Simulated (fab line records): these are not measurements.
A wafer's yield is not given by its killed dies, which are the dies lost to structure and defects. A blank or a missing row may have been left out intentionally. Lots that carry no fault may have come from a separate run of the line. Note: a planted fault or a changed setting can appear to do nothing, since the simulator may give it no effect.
fab line records	flow nand-harc
record lots=24	wafers=72	last-day=33
route steps=1302 shown A_M0@1166 A_M1@1190 A_BONDPAD@1223 HYBRID_BOND@1242 THIN_TSV@1293
lots with no fault: from the same line, run without faults
start-h: the number of hours between the record's first day and the start of the first shown wafer of the lot	wait-h: how many hours have passed since the lot's step before this one	" unchanged from the row above	L1.1+2: one row covering several wafers at once	- no value, or no start given	* or withheld: withheld	< > ~ a bound
route shown NAME@n: NAME is a module with steps in the file, n the number in the route of the first one	usual: the fault-free wafers' mean and standard deviation	same: alike in all rows	chamber/n: place in a boat	sites: each site's reading	_std_site: standard deviation across them	_edge_site: mean of outer sites minus mean of inner sites	radius-mm: for every site, how far away it sits from the centre of the wafer	mask NAME#n: copy n	behind: the last tool/chamber to shape the wafer	hold: the reason the lot was held/the length of the hold in hours/how it ended	device: transistor that didn't switch, given as n, p or np	end of line: tests of these same wafers at the route's end	a step given without rows: its recipe and nothing more	killed: count of dies lost to structure and defects at first sort (not the wafer's yield)	map: a wafer's dies, marking killed ones x, the rest . and places with no die _
set.NAME: the setting the step ran with; set.NAME@STEP: the setting that earlier step ran with	model.NAME: the simulator's own value behind a step, which no gauge read
a sample of lots followed through the steps of the route, with each step as a table and each wafer as a row
services: when a tool's chamber went out of use (start-h, in hours from the record's first day, below 0 if earlier), for how many hours, and the reason
## steps
# step NHARC_A_M0_INSPECT_27
# usual raw-defect-count=540/120
lot.wafer	tool	chamber	start-h	wait-h	raw-defect-count
L074.1	defect-inspect-01	-	533.42	0.0	559
L074.2	"	-	"	"	486
L074.3	"	-	"	"	399
L075.1	defect-inspect-02	-	534.45	0.0	630
L075.3	"	-	"	"	456
L075.5	"	-	"	"	453
L076.1	defect-inspect-01	-	542.86	0.0	732
L076.4	"	-	"	"	693
L076.5	"	-	"	"	438
L078.1	defect-inspect-02	-	560.03	0.0	514
L078.2	"	-	"	"	455
L078.3	"	-	"	"	345
L077.2	defect-inspect-01	-	560.97	0.0	411
L077.4	"	-	"	"	658
L077.6	"	-	"	"	587
L079.1	defect-inspect-02	-	577.99	0.0	428
L079.2	"	-	"	"	424
L079.3	"	-	"	"	454
L080.1	defect-inspect-01	-	583.62	0.0	626
L080.2	"	-	"	"	623
L080.6	"	-	"	"	659
L081.1	defect-inspect-02	-	588.09	0.0	553
L081.3	"	-	"	"	593
L081.5	"	-	"	"	659
L083.1	defect-inspect-02	-	604.60	0.0	990
L083.2	"	-	"	"	608
L083.6	"	-	"	"	691
L082.1	defect-inspect-02	-	606.97	0.0	519
L082.2	"	-	"	"	572
L082.3	"	-	"	"	564
L085.1	defect-inspect-01	-	626.49	0.0	579
L085.4	"	-	"	"	544
L085.5	"	-	"	"	485
L084.2	defect-inspect-01	-	630.38	0.0	388
L084.3	"	-	"	"	294
L084.6	"	-	"	"	379
L086.1	defect-inspect-02	-	641.56	0.0	497
L086.2	"	-	"	"	621
L086.5	"	-	"	"	610
L087.1	defect-inspect-02	-	656.98	0.0	390
L087.2	"	-	"	"	631
L087.4	"	-	"	"	522
L089.1	defect-inspect-02	-	679.13	0.0	503
L089.2	"	-	"	"	350
L089.6	"	-	"	"	367
L088.2	defect-inspect-01	-	680.14	0.0	613
L088.4	"	-	"	"	581
L088.5	"	-	"	"	584
L090.1	defect-inspect-01	-	696.20	0.0	775
L090.3	"	-	"	"	556
L090.6	"	-	"	"	521
L091.2	defect-inspect-01	-	697.73	0.0	476
L091.3	"	-	"	"	509
L091.4	"	-	"	"	470
L092.2	defect-inspect-02	-	721.09	0.0	522
L092.3	"	-	"	"	476
L092.4	"	-	"	"	591
L093.1	defect-inspect-01	-	721.54	0.0	648
L093.3	"	-	"	"	498
L093.4	"	-	"	"	460
L095.1	defect-inspect-02	-	733.96	0.0	786
L095.2	"	-	"	"	551
L095.5	"	-	"	"	429
L096.1	defect-inspect-02	-	735.11	0.0	476
L096.2	"	-	"	"	390
L096.5	"	-	"	"	598
L094.1	defect-inspect-02	-	743.31	0.0	665
L094.3	"	-	"	"	457
L094.6	"	-	"	"	592
L097.2	defect-inspect-01	-	746.76	0.0	424
L097.3	"	-	"	"	445
L097.4	"	-	"	"	321
# step NHARC_A_M1_PRE_CLEAN_30
# recipe time-s=30	temp-c=280	gas=H2/He
# usual heater-power-w=412/46
lot.wafer	tool	chamber	start-h	wait-h	heater-power-w
L074.3	pvd-sputter-01	-	-	-	479
L074.2	"	-	"	"	455
L074.1	"	-	"	"	403
L075.1	pvd-sputter-02	-	-	-	354
L075.3	"	-	"	"	365
L075.5	"	-	"	"	364
L076.4	pvd-sputter-03	-	-	-	444
L076.1	"	-	"	"	404
L076.5	"	-	"	"	344
L078.2	pvd-sputter-01	-	-	-	470
L078.3	"	-	"	"	402
L078.1	"	-	"	"	361
L077.4	pvd-sputter-01	-	-	-	491
L077.2	"	-	"	"	355
L077.6	"	-	"	"	489
L079.1	pvd-sputter-03	-	-	-	340
L079.2	"	-	"	"	459
L079.3	"	-	"	"	434
L080.1	pvd-sputter-03	-	-	-	443
L080.2	"	-	"	"	420
L080.6	"	-	"	"	431
L081.1	pvd-sputter-03	-	-	-	446
L081.3	"	-	"	"	415
L081.5	"	-	"	"	433
L083.2	pvd-sputter-03	-	-	-	405
L083.1	"	-	"	"	437
L083.6	"	-	"	"	407
L082.3	pvd-sputter-03	-	-	-	433
L082.1	"	-	"	"	332
L082.2	"	-	"	"	449
L085.4	pvd-sputter-02	-	-	-	421
L085.1	"	-	"	"	476
L085.5	"	-	"	"	372
L084.3	pvd-sputter-02	-	-	-	365
L084.2	"	-	"	"	415
L084.6	"	-	"	"	371
L086.2	pvd-sputter-01	-	-	-	502
L086.1	"	-	"	"	414
L086.5	"	-	"	"	375
L087.2	pvd-sputter-03	-	-	-	447
L087.4	"	-	"	"	434
L087.1	"	-	"	"	416
L089.1	pvd-sputter-01	-	-	-	367
L089.2	"	-	"	"	487
L089.6	"	-	"	"	479
L088.4	pvd-sputter-03	-	-	-	333
L088.2	"	-	"	"	427
L088.5	"	-	"	"	341
L090.3	pvd-sputter-03	-	-	-	446
L090.1	"	-	"	"	334
L090.6	"	-	"	"	425
L091.2	pvd-sputter-01	-	-	-	417
L091.3	"	-	"	"	383
L091.4	"	-	"	"	369
L092.3	pvd-sputter-02	-	-	-	426
L092.2	"	-	"	"	387
L092.4	"	-	"	"	371
L093.1	pvd-sputter-02	-	-	-	416
L093.4	"	-	"	"	388
L093.3	"	-	"	"	376
L095.1	pvd-sputter-02	-	-	-	421
L095.2	"	-	"	"	481
L095.5	"	-	"	"	421
L096.1	pvd-sputter-01	-	-	-	382
L096.2	"	-	"	"	485
L096.5	"	-	"	"	405
L094.3	pvd-sputter-02	-	-	-	365
L094.1	"	-	"	"	424
L094.6	"	-	"	"	474
L097.2	pvd-sputter-03	-	-	-	432
L097.3	"	-	"	"	387
L097.4	"	-	"	"	396
# step NHARC_A_M1_DEP_33
# recipe target-thk-a=300	temp-c=370	target-thk-nm=30	pressure-torr=3	flow-sccm=200	rf-w=450	material=SiCN
# usual heater-power-w=580/64
lot.wafer	tool	chamber	start-h	wait-h	heater-power-w
L074.3	pecvd-03	1	537.70	0.1	595
L074.2	"	2	"	"	490
L074.1	"	0	"	"	593
L075.1	pecvd-01	2	538.74	0.1	465
L075.3	"	0	"	"	644
L075.5	"	2	"	"	461
L076.1	pecvd-04	0	547.15	0.1	616
L076.5	"	2	"	"	586
L076.4	"	0	"	"	605
L078.3	pecvd-01	0	564.47	0.1	664
L078.1	"	1	"	"	520
L078.2	"	2	"	"	504
L077.2	pecvd-01	0	565.48	0.1	690
L077.6	"	2	"	"	526
L077.4	"	0	"	"	708
L079.1	pecvd-03	2	582.39	0.1	524
L079.2	"	0	"	"	641
L079.3	"	1	"	"	631
L080.1	pecvd-03	0	587.99	0.1	627
L080.2	"	1	"	"	587
L080.6	"	1	"	"	573
L081.1	pecvd-01	1	592.41	0.1	594
L081.3	"	0	"	"	721
L081.5	"	2	"	"	545
L083.1	pecvd-01	0	608.92	0.1	662
L083.2	"	1	"	"	550
L083.6	"	0	"	"	664
L082.2	pecvd-01	2	611.38	0.1	508
L082.3	"	0	"	"	699
L082.1	"	1	"	"	496
L085.1	pecvd-04	0	630.90	0.1	655
L085.4	"	0	"	"	635
L085.5	"	1	"	"	601
L084.2	pecvd-03	0	634.55	0.1	568
L084.3	"	1	"	"	636
L084.6	"	2	"	"	609
L086.2	pecvd-01	1	645.89	0.1	558
L086.1	"	0	"	"	669
L086.5	"	0	"	"	666
L087.2	pecvd-03	0	661.32	0.1	563
L087.1	"	1	"	"	545
L087.4	"	1	"	"	563
L089.1	pecvd-03	2	683.38	0.1	589
L089.2	"	0	"	"	581
L089.6	"	2	"	"	593
L088.2	pecvd-03	0	684.38	0.1	619
L088.4	"	2	"	"	596
L088.5	"	0	"	"	592
L090.3	pecvd-04	0	700.68	0.1	553
L090.1	"	1	"	"	625
L090.6	"	1	"	"	600
L091.2	pecvd-01	0	702.02	0.1	640
L091.3	"	2	"	"	447
L091.4	"	0	"	"	689
L092.3	pecvd-04	0	725.44	0.1	587
L092.2	"	1	"	"	662
L092.4	"	1	"	"	663
L093.1	pecvd-03	0	726.03	0.1	515
L093.3	"	1	"	"	577
L093.4	"	0	"	"	520
L095.2	pecvd-04	1	738.13	0.1	666
L095.1	"	2	"	"	483
L095.5	"	1	"	"	669
L096.1	pecvd-01	1	739.52	0.1	602
L096.2	"	2	"	"	501
L096.5	"	0	"	"	664
L094.1	pecvd-03	1	747.86	0.1	566
L094.3	"	2	"	"	559
L094.6	"	2	"	"	563
L097.3	pecvd-04	0	751.19	0.1	567
L097.2	"	1	"	"	695
L097.4	"	2	"	"	473
# step NHARC_A_BONDPAD_ETCH_24
# recipe target-depth-a=300	over-etch-frac=0.3	time-s=72.99	ion-energy-ev=150	cf4-flow-sccm=50	n2-flow-sccm=100	ar-flow-sccm=150	rf-w=300	bias-w=100	chemistry=CF4/N2
# usual drypump-motor-current-A=5.6/0.42	mfc-ar-sccm=149.9/0.45	oes-product-au=1.004/0.0064	rf-vpp-V=315.0/1.9	showerhead-plenum-p-Torr=2.68/0.11	throttle-valve-pct=19.795/0.0093
lot.wafer	tool	chamber	start-h	wait-h	drypump-motor-current-A	mfc-ar-sccm	oes-product-au	rf-hours-counter-h	rf-vpp-V	showerhead-plenum-p-Torr	throttle-valve-pct
L074.1	rie-diel-07	2	-	-	6.3	150.0	1.005	2	314.9	2.68	19.784
L074.3	"	3	"	"	5.2	149.5	1.005	2	315.3	2.73	19.785
L074.2	"	0	"	"	5.4	149.7	1.006	2	315.2	2.70	19.791
L075.1	rie-diel-11	0	-	-	6.3	150.2	1.002	16	312.3	2.49	19.788
L075.3	"	2	"	"	5.1	149.6	1.010	14	317.3	2.82	19.799
L075.5	"	0	"	"	6.4	150.3	1.002	-	310.5	2.49	19.785
L076.1	rie-diel-07	0	549.66	0.1	5.4	150.3	1.017	3	314.4	2.70	19.792
L076.4	"	1	"	"	5.7	150.9	1.009	-	313.6	2.55	19.793
L076.5	"	2	"	"	6.3	150.4	1.007	-	315.0	2.68	19.787
L078.1	rie-diel-07	2	-	-	6.3	149.7	1.006	3	313.4	2.68	19.821
L078.3	"	3	"	"	5.2	149.8	1.001	3	316.8	2.73	19.778
L078.2	"	1	"	"	5.7	149.7	1.010	3	312.8	2.55	19.798
L077.2	rie-diel-07	2	-	-	6.3	150.1	0.999	3	316.8	2.68	19.785
L077.4	"	1	"	"	5.7	149.5	0.998	3	312.4	2.55	19.806
L077.6	"	2	"	"	6.3	150.1	0.999	-	316.2	2.68	19.810
L079.2	rie-diel-07	3	-	-	5.2	150.1	1.010	4	316.2	2.73	19.807
L079.3	"	0	"	"	5.4	150.4	1.014	4	314.9	2.70	19.795
L079.1	"	1	"	"	5.7	150.1	1.003	4	312.4	2.55	19.810
L080.2	rie-diel-07	3	-	-	5.2	150.9	1.000	4	316.4	2.73	19.805
L080.1	"	1	"	"	5.8	149.5	1.004	4	312.8	2.55	19.795
L080.6	"	3	"	"	5.2	150.7	0.993	-	315.7	2.73	19.791
L081.3	rie-diel-04	3	-	-	5.5	149.7	1.001	15	312.8	2.54	19.787
L081.1	"	0	"	"	5.7	150.0	0.995	19	315.9	2.76	19.796
L081.5	"	2	"	"	5.4	150.0	0.984	-	309.5	2.45	19.788
L083.1	rie-diel-07	0	-	-	5.4	150.8	1.006	5	315.5	2.70	19.811
L083.2	"	1	"	"	5.7	150.2	1.011	4	313.6	2.55	19.810
L083.6	"	3	"	"	5.3	150.7	1.007	-	316.7	2.73	19.803
L082.1	rie-diel-07	2	-	-	6.3	150.2	1.009	4	314.8	2.68	19.794
L082.2	"	3	"	"	5.2	149.7	1.012	4	315.5	2.73	19.782
L082.3	"	0	"	"	5.4	149.5	1.011	5	314.4	2.70	19.804
L085.4	rie-diel-07	3	-	-	5.2	150.4	0.998	4	316.7	2.73	19.804
L085.1	"	0	"	"	5.4	150.2	1.007	5	315.6	2.70	19.814
L085.5	"	1	"	"	5.7	150.1	0.998	-	312.8	2.55	19.785
L084.3	rie-diel-07	1	-	-	5.7	148.8	0.999	6	313.5	2.55	19.808
L084.2	"	3	"	"	5.2	150.6	1.007	5	315.2	2.73	19.814
L084.6	"	0	"	"	5.4	149.6	1.007	-	315.5	2.70	19.807
L086.2	rie-diel-11	3	648.32	-	5.6	150.0	1.009	4	316.4	2.82	19.783
L086.1	"	1	"	"	5.5	149.8	1.016	4	317.6	2.82	19.803
L086.5	"	3	"	"	5.6	149.9	0.996	-	316.7	2.82	19.790
L087.2	rie-diel-04	2	-	-	5.4	149.7	1.003	35	311.4	2.44	19.788
L087.1	"	3	"	"	5.4	149.6	1.004	39	312.9	2.53	19.805
L087.4	"	0	"	"	5.7	149.9	0.994	41	317.1	2.75	19.787
L089.2	rie-diel-11	2	-	-	5.1	149.5	1.003	9	316.6	2.81	19.790
L089.1	"	3	"	"	5.6	149.4	0.993	10	317.1	2.82	19.798
L089.6	"	2	"	"	5.1	149.6	1.003	-	316.7	2.81	19.813
L088.4	rie-diel-11	1	-	-	5.5	149.6	1.006	7	316.5	2.82	19.787
L088.2	"	0	"	"	6.3	150.0	0.995	10	312.8	2.48	19.806
L088.5	"	1	"	"	5.5	150.3	1.009	-	318.0	2.82	19.792
L090.1	rie-diel-07	2	-	-	6.3	149.9	1.003	1	316.8	2.68	19.796
L090.3	"	0	"	"	5.3	150.4	1.008	1	315.0	2.70	19.794
L090.6	"	2	"	"	6.3	149.9	1.008	-	315.9	2.68	19.804
L091.3	rie-diel-07	0	-	-	5.4	150.4	0.999	1	316.2	2.70	19.790
L091.4	"	1	"	"	5.7	149.8	0.999	1	311.2	2.55	19.801
L091.2	"	2	"	"	6.3	150.1	1.006	1	315.9	2.68	19.798
L092.2	rie-diel-07	0	-	-	5.4	150.2	0.993	1	315.0	2.70	19.800
L092.3	"	1	"	"	5.7	149.7	1.008	1	312.0	2.54	19.786
L092.4	"	2	"	"	6.3	149.9	1.011	1	315.0	2.68	19.792
L093.3	rie-diel-07	2	-	-	6.3	149.8	0.996	2	315.7	2.68	19.787
L093.4	"	3	"	"	5.3	150.1	1.003	1	316.9	2.73	19.800
L093.1	"	0	"	"	5.4	149.7	1.008	1	315.4	2.70	19.799
L095.1	rie-diel-07	0	-	-	5.3	149.8	0.999	2	314.6	2.70	19.783
L095.2	"	3	"	"	5.2	149.0	1.000	2	316.6	2.73	19.810
L095.5	"	0	"	"	5.3	148.1	1.005	-	315.2	2.70	19.789
L096.2	rie-diel-07	3	742.09	0.2	5.2	149.6	1.008	2	315.2	2.73	19.796
L096.1	"	1	"	"	5.7	149.0	1.007	2	312.3	2.54	19.787
L096.5	"	2	"	"	6.3	149.5	1.002	-	315.5	2.68	19.800
L094.3	rie-diel-11	0	-	-	6.3	149.6	0.999	24	311.2	2.48	19.794
L094.1	"	2	"	"	5.1	149.8	0.994	21	316.3	2.80	19.777
L094.6	"	1	"	"	5.5	149.9	1.010	-	317.5	2.82	19.780
L097.4	rie-diel-04	0	-	-	5.7	149.6	0.998	12	315.0	2.74	19.804
L097.3	"	1	"	"	5.0	150.4	1.006	12	316.9	2.81	19.797
L097.2	"	2	"	"	5.4	149.6	1.004	11	317.7	2.83	19.786
# step NHARC_HYBRID_BOND_OVL_MEAS_05
# usual overlay-x-nm=0/33	overlay-y-nm=0/34
lot.wafer	tool	chamber	start-h	wait-h	overlay-x-nm	overlay-y-nm
L075.1	overlay-02	-	553.02	0.4	0	-47
L075.3	"	-	"	"	-2	-23
L075.5	"	-	"	"	57	-36
L074.1	overlay-01	-	553.02	0.4	-8	-18
L074.2	"	-	"	"	-41	29
L074.3	"	-	"	"	-39	16
L076.1	overlay-01	-	561.38	0.4	-41	-54
L076.4	"	-	"	"	45	14
L076.5	"	-	"	"	-35	-28
L078.1	overlay-01	-	579.17	0.4	-8	37
L078.2	"	-	"	"	62	58
L078.3	"	-	"	"	2	-18
L077.2	overlay-02	-	579.17	0.4	0	22
L077.4	"	-	"	"	5	-1
L077.6	"	-	"	"	-10	24
L079.1	overlay-02	-	598.11	0.4	31	-53
L079.2	"	-	"	"	-82	18
L079.3	"	-	"	"	-16	-5
L080.1	overlay-01	-	602.45	0.4	2	-9
L080.2	"	-	"	"	5	31
L080.6	"	-	"	"	-7	28
L081.1	overlay-02	-	610.22	0.4	44	3
L081.3	"	-	"	"	-9	-23
L081.5	"	-	"	"	43	-5
L083.1	overlay-02	-	623.07	0.4	61	53
L083.2	"	-	"	"	48	-30
L083.6	"	-	"	"	-2	-26
L082.1	overlay-01	-	623.07	0.4	-58	-38
L082.2	"	-	"	"	-29	-3
L082.3	"	-	"	"	-29	18
L085.1	overlay-02	-	644.73	0.4	13	19
L085.4	"	-	"	"	-21	-26
L085.5	"	-	"	"	-18	-11
L084.2	overlay-02	-	649.98	0.4	-6	-33
L084.3	"	-	"	"	-36	-17
L084.6	"	-	"	"	-19	-18
L086.1	overlay-01	-	659.76	0.4	1	11
L086.2	"	-	"	"	2	-12
L086.5	"	-	"	"	22	15
L087.1	overlay-02	-	676.60	0.4	-40	-4
L087.2	"	-	"	"	-51	75
L087.4	"	-	"	"	-11	-5
L089.1	overlay-02	-	705.11	0.4	22	-5
L089.2	"	-	"	"	6	-26
L089.6	"	-	"	"	27	-24
L088.2	overlay-01	-	705.11	0.4	36	-8
L088.4	"	-	"	"	33	-50
L088.5	"	-	"	"	-25	-29
L090.1	overlay-02	-	714.71	0.4	47	5
L090.3	"	-	"	"	-34	8
L090.6	"	-	"	"	13	-21
L091.2	overlay-01	-	714.71	0.4	-21	-54
L091.3	"	-	"	"	-18	-33
L091.4	"	-	"	"	-12	-50
L093.1	overlay-02	-	739.42	0.4	61	1
L093.3	"	-	"	"	38	-40
L093.4	"	-	"	"	-13	31
L092.2	overlay-01	-	739.42	0.4	-21	-36
L092.3	"	-	"	"	3	-63
L092.4	"	-	"	"	25	10
L095.1	overlay-02	-	752.78	0.4	-38	-46
L095.2	"	-	"	"	-40	14
L095.5	"	-	"	"	-48	-25
L096.1	overlay-02	-	752.79	0.4	-14	-26
L096.2	"	-	"	"	28	32
L096.5	"	-	"	"	-16	7
L094.1	overlay-02	-	761.85	0.4	-44	38
L094.3	"	-	"	"	-63	64
L094.6	"	-	"	"	90	2
L097.2	overlay-02	-	761.86	0.4	69	8
L097.3	"	-	"	"	0	20
L097.4	"	-	"	"	27	-3
# step NHARC_THIN_TSV_DESCUM_35
# recipe time-s=3	o2-flow-sccm=200	ar-flow-sccm=0	bias-power-w=0	chemistry=O2
# usual drypump-motor-current-A=5.9/0.58	mfc-ar-sccm=0.010/0.014	oes-product-au=1.000/0.0073	rf-vpp-V=57.8/0.97	showerhead-plenum-p-Torr=1.90/0.079	throttle-valve-pct=11.312/0.0084
lot.wafer	tool	chamber	start-h	wait-h	drypump-motor-current-A	mfc-ar-sccm	oes-product-au	rf-hours-counter-h	rf-vpp-V	showerhead-plenum-p-Torr	throttle-valve-pct
L075.1	rie-diel-10	3	561.79	-	6.5	0.041	1.005	6.9	58.0	1.94	11.324
L075.3	"	1	"	"	6.5	0.010	0.995	7.8	57.7	1.81	11.329
L075.5	"	3	"	"	6.5	0.041	1.010	-	56.5	1.94	11.312
L074.1	rie-diel-10	1	562.89	-	6.5	0.010	0.996	7.8	57.2	1.82	11.294
L074.2	"	2	"	"	6.0	0	1.005	5.4	57.2	1.97	11.309
L074.3	"	0	"	"	6.4	0	1.017	7.7	58.0	1.92	11.310
L076.4	rie-diel-13	0	570.33	-	6.4	0.002	0.999	1.7	58.4	1.84	11.299
L076.1	"	1	"	"	5.0	0	1.002	2.0	57.2	1.82	11.300
L076.5	"	3	"	"	5.6	0.004	0.996	-	56.5	1.80	11.309
L078.2	rie-diel-13	2	587.95	-	5.4	0	0.996	2.9	59.8	1.94	11.316
L078.1	"	0	"	"	6.4	0.002	0.993	3.2	58.5	1.84	11.302
L078.3	"	1	"	"	5.0	0	1.005	3.3	57.1	1.81	11.326
L077.4	rie-diel-10	0	589.02	-	6.3	0	0.999	9.1	58.2	1.92	11.335
L077.2	"	1	"	"	6.5	0.010	0.987	9.3	57.1	1.81	11.313
L077.6	"	2	"	"	6.0	0	1.001	-	57.0	1.97	11.308
L079.2	rie-diel-05	0	607.18	-	5.5	0	1.004	1.3	58.5	2.03	11.320
L079.3	"	1	"	"	5.1	0.030	0.992	0.8	59.1	2.04	11.320
L079.1	"	3	"	"	5.1	0.016	1.001	1.5	57.5	1.83	11.323
L080.1	rie-diel-13	3	611.52	-	5.6	0.004	0.998	4.2	56.5	1.80	11.316
L080.2	"	2	"	"	5.4	0	0.992	4.5	57.8	1.94	11.335
L080.6	"	0	"	"	6.4	0.002	0.996	-	58.9	1.84	11.311
L081.1	rie-diel-10	2	619.03	-	6.0	0	0.998	0.3	59.1	1.97	11.323
L081.3	"	1	"	"	6.5	0.010	0.990	0.3	58.8	1.81	11.308
L081.5	"	2	"	"	6.0	0	0.990	-	58.8	1.97	11.317
L083.1	rie-diel-10	0	631.63	-	6.4	0	1.000	1.0	57.2	1.92	11.305
L083.2	"	2	"	"	5.9	0	1.004	1.6	56.6	1.97	11.315
L083.6	"	3	"	"	6.6	0.041	0.995	-	58.3	1.94	11.304
L082.2	rie-diel-13	0	633.03	-	6.5	0.002	0.982	5.8	56.1	1.84	11.303
L082.3	"	1	"	"	5.0	0	0.998	6.1	58.5	1.81	11.302
L082.1	"	2	"	"	5.4	0	0.995	5.8	56.9	1.94	11.319
L085.1	rie-diel-13	0	653.61	-	6.5	0.002	0.990	6.0	58.7	1.84	11.313
L085.4	"	3	"	"	5.6	0.004	0.993	6.9	57.0	1.80	11.314
L085.5	"	1	"	"	5.0	0	0.997	-	56.0	1.81	11.302
L084.3	rie-diel-13	2	658.74	-	5.5	0	1.000	7.2	60.4	1.94	11.310
L084.2	"	0	"	"	6.4	0.002	1.000	6.1	57.3	1.84	11.326
L084.6	"	2	"	"	5.4	0	1.000	-	58.4	1.94	11.323
L086.2	rie-diel-10	3	668.65	-	6.6	0.041	1.002	4.2	57.0	1.94	11.301
L086.1	"	1	"	"	6.5	0.010	0.991	4.3	57.5	1.81	11.316
L086.5	"	0	"	"	6.4	0	0.997	-	58.1	1.92	11.315
L087.1	rie-diel-10	2	685.36	-	6.0	0	1.004	5.3	58.1	1.97	11.323
L087.4	"	3	"	"	6.6	0.041	1.004	4.9	58.1	1.94	11.307
L087.2	"	0	"	"	6.4	0	0.995	4.6	58.4	1.92	11.310
L089.1	rie-diel-10	2	713.77	-	6.0	0	0.999	6.3	59.4	1.97	11.303
L089.2	"	1	"	"	6.5	0.010	0.991	6.2	57.2	1.81	11.317
L089.6	"	3	"	"	6.5	0.041	1.012	-	58.7	1.94	11.318
L088.2	rie-diel-13	1	715.08	-	5.0	0	1.017	0.4	58.0	1.81	11.309
L088.4	"	3	"	"	5.6	0.004	1.001	0.8	57.5	1.80	11.306
L088.5	"	0	"	"	6.4	0.002	1.005	-	58.0	1.84	11.322
L090.3	rie-diel-05	2	723.83	-	5.1	0.014	0.984	5.6	57.4	1.85	11.312
L090.1	"	0	"	"	5.5	0	0.990	5.4	59.0	2.03	11.315
L090.6	"	2	"	"	5.2	0.014	0.979	-	57.8	1.85	11.311
L091.2	rie-diel-13	3	724.75	-	5.6	0.004	1.006	1.4	57.8	1.80	11.312
L091.4	"	0	"	"	6.5	0.002	1.006	1.6	57.1	1.84	11.314
L091.3	"	2	"	"	5.4	0	1.015	1.2	58.4	1.94	11.314
L093.3	rie-diel-10	0	752.96	-	6.3	0	0.995	9.2	58.7	1.92	11.300
L093.4	"	1	"	"	6.5	0.010	0.996	9.2	57.6	1.81	11.318
L093.1	"	3	"	"	6.5	0.041	1.003	8.0	58.6	1.94	11.306
L092.4	rie-diel-05	0	754.05	-	5.5	0	1.000	6.8	59.3	2.03	11.318
L092.2	"	1	"	"	5.1	0.030	1.003	6.8	58.6	2.04	11.304
L092.3	"	2	"	"	5.1	0.014	0.991	6.5	57.5	1.85	11.301
L095.1	rie-diel-13	0	761.48	-	6.4	0.002	1.007	3.4	56.5	1.84	11.313
L095.2	"	1	"	"	4.9	0	1.004	3.1	57.6	1.81	11.318
L095.5	"	0	"	"	6.4	0.002	0.996	-	57.3	1.84	11.301
L096.2	rie-diel-10	3	762.83	-	6.6	0.041	1.012	8.2	58.5	1.94	11.311
L096.1	"	0	"	"	6.3	0	1.009	9.6	57.9	1.92	11.311
L096.5	"	2	"	"	6.0	0	1.008	-	57.0	1.97	11.316
L094.1	rie-diel-05	1	770.85	-	5.1	0.030	1.005	0	57.7	2.04	11.315
L094.3	"	2	"	"	5.1	0.014	1.012	0	57.1	1.85	11.305
L094.6	"	1	"	"	5.1	0.030	1.000	-	59.9	2.04	11.307
L097.3	rie-diel-05	0	772.09	-	5.5	0	0.999	0	59.2	2.03	11.308
L097.2	"	1	"	"	5.1	0.030	1.003	0	57.4	2.04	11.312
L097.4	"	2	"	"	5.1	0.014	1.006	0	58.0	1.85	11.314
## services
tool	chamber	start-h	hours	kind
rie-diel-13	-	519.04	9.0	pm
pvd-sputter-03	-	526.10	10.0	pm
pecvd-03	-	538.63	3.2	repair
rie-diel-10	3	543.77	5.0	repair
pecvd-03	-	547.25	13.0	pm
rie-diel-13	3	547.43	2.9	repair
rie-diel-07	3	547.52	4.3	repair
rie-diel-10	-	582.42	0.3	repair
pecvd-01	2	596.44	11.5	repair
rie-diel-10	-	596.50	9.0	pm
rie-diel-13	-	628.07	0.5	repair
rie-diel-13	0	637.30	15.2	repair
rie-diel-07	0	670.58	2.6	repair
pecvd-01	-	673.06	13.0	pm
rie-diel-07	1	677.98	13.1	repair
pecvd-01	-	694.62	0.5	repair
rie-diel-13	-	696.04	9.0	pm
rie-diel-10	-	696.92	1.6	repair
pecvd-01	-	701.00	0.8	repair
pvd-sputter-03	-	704.10	10.0	pm
pecvd-03	-	728.39	13.0	pm
rie-diel-10	3	737.60	13.6	repair
rie-diel-07	0	741.45	3.8	repair
pecvd-01	-	753.38	1.3	repair
## key
fault none
